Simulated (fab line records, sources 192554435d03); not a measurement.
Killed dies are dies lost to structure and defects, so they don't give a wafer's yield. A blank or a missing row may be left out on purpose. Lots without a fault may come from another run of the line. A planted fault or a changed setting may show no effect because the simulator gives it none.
Which tool did it? | flow n5_finfet | 24 lots, 72 wafers sampled, at 5 steps of a route of 1938

WHAT THE GAUGES READ, wafer by wafer
N5_BEOL_M13_INSPECT_30: inspects for defects (macro).
lot  | measured     | on                | raw_defect_count
L074 | day 10 19:41 | defect_inspect-02 | 2 3 4
L075 | day 11 03:05 | defect_inspect-02 | 1 2 2
L077 | day 11 11:34 | defect_inspect-02 | 4 2 3
L078 | day 11 14:41 | defect_inspect-01 | 3 0 1
L079 | day 12 02:53 | defect_inspect-01 | 2 1 2
L080 | day 12 10:15 | defect_inspect-01 | 2 1 3
L082 | day 12 21:49 | defect_inspect-01 | 2 0 0
L081 | day 12 23:47 | defect_inspect-01 | 2 4 1
L083 | day 13 18:54 | defect_inspect-01 | 2 2 5
L084 | day 13 23:23 | defect_inspect-01 | 2 2 4
L086 | day 13 23:49 | defect_inspect-01 | 4 3 3
L085 | day 14 05:10 | defect_inspect-01 | 2 1 2
L087 | day 14 09:07 | defect_inspect-01 | 2 2 2
L089 | day 14 14:34 | defect_inspect-01 | 6 5 2
L088 | day 14 19:39 | defect_inspect-01 | 0 1 1
L090 | day 14 22:41 | defect_inspect-02 | 0 1 0
L091 | day 15 13:16 | defect_inspect-01 | 6 2 3
L092 | day 15 13:25 | defect_inspect-02 | 1 6 3
L093 | day 15 15:34 | defect_inspect-02 | 3 1 2
L094 | day 16 18:54 | defect_inspect-01 | 1 1 2
L076 | day 16 22:23 | defect_inspect-01 | 4 3 2
L095 | day 17 03:09 | defect_inspect-01 | 1 5 4
L097 | day 17 16:26 | defect_inspect-01 | 0 3 3
L096 | day 18 11:20 | defect_inspect-02 | 3 1 0

N5_BEOL_M14_OVL_MEAS_29.
lot  | measured     | on         | M14_OVL (nm)
L074 | day 11 00:43 | overlay-01 | -7 -11 -11
L075 | day 11 07:43 | overlay-01 | -9 -6 -6
L077 | day 12 02:13 | overlay-02 | 4 -7 -1
L078 | day 12 02:17 | overlay-01 | -1 -8 -6
L079 | day 12 09:34 | overlay-01 | 1 4 -6
L080 | day 12 16:37 | overlay-01 | -4 -3 1
L082 | day 13 02:40 | overlay-02 | -3 -1 1
L081 | day 13 04:15 | overlay-01 | -1 0 -9
L083 | day 14 00:50 | overlay-01 | -9 -5 -6
L084 | day 14 04:40 | overlay-01 | 2 -11 -8
L086 | day 14 05:07 | overlay-01 | -3 0 -4
L085 | day 14 10:52 | overlay-01 | -2 6 -2
L087 | day 14 14:35 | overlay-01 | -5 2 0
L089 | day 14 19:04 | overlay-01 | 11 12 10
L088 | day 15 01:54 | overlay-01 | -11 -9 -4
L090 | day 15 05:35 | overlay-01 | 2 -1 -6
L091 | day 15 17:24 | overlay-02 | -9 -14 -7
L092 | day 15 17:40 | overlay-01 | -3 -5 -5
L093 | day 15 21:19 | overlay-02 | 8 3 0
L094 | day 16 23:20 | overlay-01 | -8 -3 -12
L076 | day 17 02:40 | overlay-01 | -3 -4 -5
L095 | day 17 08:32 | overlay-01 | -10 2 -3
L097 | day 17 20:51 | overlay-01 | -3 -4 -3
L096 | day 18 16:03 | overlay-01 | -1 -12 -6

N5_BEOL_M15_CD_MEAS_10: target cd 360 nm.
lot  | measured     | on        | cd_nm (nm)
L074 | day 11 06:26 | cd_sem-02 | 362.6 359.9 362.6
L075 | day 11 14:31 | cd_sem-03 | 359.9 359.9 361.6
L077 | day 12 08:32 | cd_sem-03 | 357.3 357.9 358.9
L078 | day 12 08:40 | cd_sem-02 | 361.7 360.5 359.1
L079 | day 12 13:02 | cd_sem-03 | 360.7 361.1 364.6
L080 | day 12 20:11 | cd_sem-03 | 362.6 362.4 362.1
L082 | day 13 07:56 | cd_sem-02 | 357.5 358.1 359.5
L081 | day 13 08:19 | cd_sem-01 | 360.2 360.3 361.0
L083 | day 14 06:13 | cd_sem-01 | 360.9 361.9 361.6
L084 | day 14 09:02 | cd_sem-02 | 358.0 359.5 356.3
L086 | day 14 09:37 | cd_sem-01 | 356.8 359.2 360.0
L085 | day 14 14:20 | cd_sem-01 | 359.1 358.3 358.9
L087 | day 14 22:02 | cd_sem-02 | 362.5 358.3 359.2
L089 | day 14 22:20 | cd_sem-03 | 359.2 359.5 356.8
L088 | day 15 07:44 | cd_sem-02 | 354.3 358.2 357.5
L090 | day 15 10:43 | cd_sem-03 | 359.1 357.9 359.1
L091 | day 15 21:00 | cd_sem-02 | 360.8 360.6 360.6
L092 | day 15 21:37 | cd_sem-02 | 360.2 360.6 361.0
L093 | day 16 00:36 | cd_sem-01 | 359.4 360.3 360.2
L094 | day 17 03:21 | cd_sem-01 | 362.4 359.7 361.3
L076 | day 17 07:26 | cd_sem-03 | 360.9 361.1 359.6
L095 | day 17 12:07 | cd_sem-02 | 361.4 361.7 360.6
L097 | day 18 00:38 | cd_sem-02 | 358.8 360.5 357.7
L096 | day 18 19:14 | cd_sem-02 | 361.7 361.7 362.9

WHICH TOOL RAN EACH LOT (tool, then ch and the chambers of the sampled wafers, then the start)
lot  | N5_BEOL_M13_DEGAS_41         | N5_BEOL_M14_STRIP_63
L074 | pvd_sputter-02, day 10 21:57 | rie_diel-01 ch 0,1,3, day 11 00:43 or earlier
L075 | pvd_sputter-03, day 11 04:30 | rie_diel-01 ch 0,3, day 11 07:43 or earlier
L077 | pvd_sputter-03, day 11 23:17 | rie_diel-01 ch 1,2,3, day 12 02:13 or earlier
L078 | pvd_sputter-03, day 11 23:37 | rie_diel-06 ch 0,1,3, day 12 02:17 or earlier
L079 | pvd_sputter-01, day 12 06:40 | rie_diel-06 ch 0,3, day 12 09:34 or earlier
L080 | pvd_sputter-02, day 12 13:22 | rie_diel-06 ch 0,2,3, day 12 16:37 or earlier
L082 | pvd_sputter-02, day 12 23:50 | rie_diel-01 ch 0,3, day 13 02:40 or earlier
L081 | pvd_sputter-02, day 13 01:07 | rie_diel-01 ch 0,2,3, day 13 04:15 or earlier
L083 | pvd_sputter-02, day 13 22:00 | rie_diel-03 ch 0,1,2, day 14 00:50 or earlier
L084 | pvd_sputter-02, day 14 01:48 | rie_diel-03 ch 0,1,3, day 14 04:40 or earlier
L086 | pvd_sputter-01, day 14 01:53 | rie_diel-01 ch 0,1,3, day 14 05:07 or earlier
L085 | pvd_sputter-01, day 14 07:34 | rie_diel-03 ch 0,1, day 14 10:52 or earlier
L087 | pvd_sputter-02, day 14 11:30 | rie_diel-06 ch 2,3, day 14 14:35 or earlier
L089 | pvd_sputter-03, day 14 16:14 | rie_diel-06 ch 1,3, day 14 19:04 or earlier
L088 | pvd_sputter-01, day 14 23:02 | rie_diel-01 ch 1,3, day 15 01:54 or earlier
L090 | pvd_sputter-02, day 15 02:11 | rie_diel-01 ch 2,3, day 15 05:35 or earlier
L091 | pvd_sputter-01, day 15 14:31 | rie_diel-06 ch 1,2,3, day 15 17:24 or earlier
L092 | pvd_sputter-03, day 15 14:41 | rie_diel-06 ch 2,3, day 15 17:40 or earlier
L093 | pvd_sputter-03, day 15 18:19 | rie_diel-01 ch 1,2, day 15 21:19 or earlier
L094 | pvd_sputter-02, day 16 20:05 | rie_diel-03 ch 1,2, day 16 23:20 or earlier
L076 | pvd_sputter-01, day 16 23:57 | rie_diel-01 ch 0,2,3, day 17 02:40 or earlier
L095 | pvd_sputter-02, day 17 05:49 | rie_diel-03 ch 1,2,3, day 17 08:32 or earlier
L097 | pvd_sputter-01, day 17 17:43 | rie_diel-01 ch 0,1,2, day 17 20:51 or earlier
L096 | pvd_sputter-03, day 18 12:49 | rie_diel-06 ch 0,1,2, day 18 16:03 or earlier
- N5_BEOL_M13_DEGAS_41: time 60 s.
- N5_BEOL_M14_STRIP_63: strips in O2.

WHAT THE TOOLS THEMSELVES READ (means of the sampled wafers that have a number; where no wafer has one, the mark that the record gives instead)
N5_BEOL_M13_DEGAS_41.
lot  | tool           | heater_power_w (W)
L074 | pvd_sputter-02 | 319
L075 | pvd_sputter-03 | 319
L077 | pvd_sputter-03 | 310
L078 | pvd_sputter-03 | 320
L079 | pvd_sputter-01 | 336
L080 | pvd_sputter-02 | 311
L082 | pvd_sputter-02 | 327
L081 | pvd_sputter-02 | 317
L083 | pvd_sputter-02 | 305
L084 | pvd_sputter-02 | 317
L086 | pvd_sputter-01 | 328
L085 | pvd_sputter-01 | 320
L087 | pvd_sputter-02 | 326
L089 | pvd_sputter-03 | 327
L088 | pvd_sputter-01 | 355
L090 | pvd_sputter-02 | 330
L091 | pvd_sputter-01 | 328
L092 | pvd_sputter-03 | 339
L093 | pvd_sputter-03 | 309
L094 | pvd_sputter-02 | 320
L076 | pvd_sputter-01 | 340
L095 | pvd_sputter-02 | 322
L097 | pvd_sputter-01 | 321
L096 | pvd_sputter-03 | 320

N5_BEOL_M14_STRIP_63.
lot  | tool        | drypump_motor_current_A (A) | oes_product_au (a.u.) | rf_vpp_V (V) | showerhead_plenum_p_Torr (Torr) | throttle_valve_pct (%)
L074 | rie_diel-01 | 5.57                        | 0.80                  | 3.1          | 2.14                            | 16.50
L075 | rie_diel-01 | 5.67                        | 0.83                  | 4.1          | 2.15                            | 16.36
L077 | rie_diel-01 | 5.56                        | 0.84                  | 3.5          | 2.12                            | 16.64
L078 | rie_diel-06 | 5.56                        | 0.73                  | 4.1          | 2.10                            | 16.88
L079 | rie_diel-06 | 5.39                        | 0.73                  | 3.7          | 2.12                            | 16.92
L080 | rie_diel-06 | 5.50                        | 0.76                  | 4.5          | 2.09                            | 16.73
L082 | rie_diel-01 | 5.66                        | 0.81                  | 3.3          | 2.15                            | 16.36
L081 | rie_diel-01 | 5.63                        | 0.85                  | 2.8          | 2.13                            | 16.49
L083 | rie_diel-03 | 5.77                        | 0.77                  | 3.2          | 2.12                            | 16.86
L084 | rie_diel-03 | 5.41                        | 0.77                  | 3.8          | 2.12                            | 16.80
L086 | rie_diel-01 | 5.59                        | 0.77                  | 4.2          | 2.13                            | 16.56
L085 | rie_diel-03 | 5.62                        | 0.79                  | 2.9          | 2.13                            | 16.78
L087 | rie_diel-06 | 5.38                        | 0.74                  | 3.0          | 2.12                            | 16.83
L089 | rie_diel-06 | 5.29                        | 0.75                  | 3.7          | 2.16                            | 17.03
L088 | rie_diel-01 | 5.48                        | 0.75                  | 4.4          | 2.11                            | 16.75
L090 | rie_diel-01 | 5.62                        | 0.87                  | 3.6          | 2.11                            | 16.63
L091 | rie_diel-06 | 5.42                        | 0.77                  | 3.4          | 2.12                            | 16.87
L092 | rie_diel-06 | 5.38                        | 0.74                  | 3.7          | 2.11                            | 16.88
L093 | rie_diel-01 | 5.60                        | 0.83                  | 3.1          | 2.16                            | 16.83
L094 | rie_diel-03 | 5.95                        | 0.79                  | 4.3          | 2.10                            | 16.75
L076 | rie_diel-01 | 5.64                        | 0.81                  | 4.1          | 2.12                            | 16.53
L095 | rie_diel-03 | 5.73                        | 0.78                  | 3.5          | 2.09                            | 16.79
L097 | rie_diel-01 | 5.63                        | 0.85                  | 3.2          | 2.16                            | 16.58
L096 | rie_diel-06 | 5.70                        | 0.79                  | 3.7          | 2.06                            | 16.63

THE ANSWER, worked out from the rows above alone
Rule: what is usual is taken from the lots themselves. Put in order of their means at a reading, lots are off if they are a third of the lots or fewer, leave a main group of 4 or more, and stand apart from it by a gap of 3 or more times the standard deviation of the main group's means; of several such gaps the widest counts. A main group whose means are all the same, to the digits that the tables above print for the reading, isn't used. A lot without any number at a reading at which 4 lots or more have one is off too. The other lots that the step has rows for count as sound. The gauges are gone through in route order, then the tools' own readings, and for those a lot's mean is taken as printed above. The first step at which some lot is off is used, and at that step the reading that is off furthest; a lot without a number counts as furthest.
No lot is off at any reading shown: from this, nothing can be told.

WHAT THE SIMULATOR HAD PUT IN
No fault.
